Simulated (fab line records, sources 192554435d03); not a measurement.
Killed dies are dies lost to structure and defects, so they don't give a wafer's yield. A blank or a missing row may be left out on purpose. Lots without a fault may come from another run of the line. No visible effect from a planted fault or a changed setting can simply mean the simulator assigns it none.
Problem report in the 8D (eight disciplines) form, filled by code / flow n5Finfet / the parts of the form that need people (team, actions taken, sign-off) are left out

1. WHAT IS WRONG
spinSpeedRpm at N5_BEOL_M9_COAT_63 reads a mean of 1575.9 rpm on 6 wafers of 2 lots; wafers without a fault read 1500.0 rpm with a standard deviation of 0.95. That puts it +80 standard deviations away from the usual mean.
The step: time 60 s, resist thk 60 nm.
Earliest sighting: wafer L106.1 on lithoTrack-05 at day 13 05:18. The record has a number at this step for 12 wafers belonging to 4 lots. The rule behind "out" and "out of limits": a value lying over 4 standard deviations away from the usual mean. Any other wafer with a number is counted as sound.

2. WHAT IT IS; WHAT IT IS NOT
question=which readings at this step | is=spinSpeedRpm | is not=-
question=which lots | is=L105, L106 | is not=L111, L993
question=which wafers of those lots | is=all that have a number | is not=-
question=read on which tools | is=lithoTrack-05 | is not=lithoTrack-03
question=when | is=from day 13 05:18 | is not=up to then (3 sound wafers); but 3 sound wafers of L111 came after

3. THE SUSPECTS, EACH WITH WHAT RULES IT OUT
Counting: a tool at any process step up to the reading remains a suspect when it ran all the lots that are out and ran no sound lot after the first of those.
- lithoTrack-05 at N5_BEOL_M9_COAT_63 (time 60 s, resist thk 60 nm): kept. It processed each lot that is out, first L106 at day 13 05:18, and no sound lot thereafter; up to then, the last sound lot it processed was L993 at day 9 16:26. Its own spinSpeedRpm readings are out on those wafers.
Left after counting: lithoTrack-05 at N5_BEOL_M9_COAT_63.

4. THE CAUSE (what the simulator had put in)
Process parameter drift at N5_BEOL_M9_COAT_63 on lithoTrack-05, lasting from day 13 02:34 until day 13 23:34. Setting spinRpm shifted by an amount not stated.
Only this tool survived the counting.

5. THE CHAIN OF EFFECTS, in route order
Each row: a reading whose mean over the struck wafers that have a number lies more than 3 standard deviations from the usual. Readings are gone through only where the record gives a usual standard deviation; hours: the median, over the lots, of the time from a lot's start at the first step in this table giving one to that lot's start at this step; sigmas: the change measured in usual standard deviations.
hours=0; step=N5_BEOL_M9_COAT_63; reading=spinSpeedRpm; usual=1500.0 rpm; on struck wafers=1575.9; change=+75.9; sigmas=+80
Process steps it contains:
- N5_BEOL_M9_COAT_63: time 60 s, resist thk 60 nm.

6. WHAT WOULD HAVE CAUGHT IT SOONER
The fault began at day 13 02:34; the first out-of-limits reading in this record came at day 13 05:18, 3 hours later.
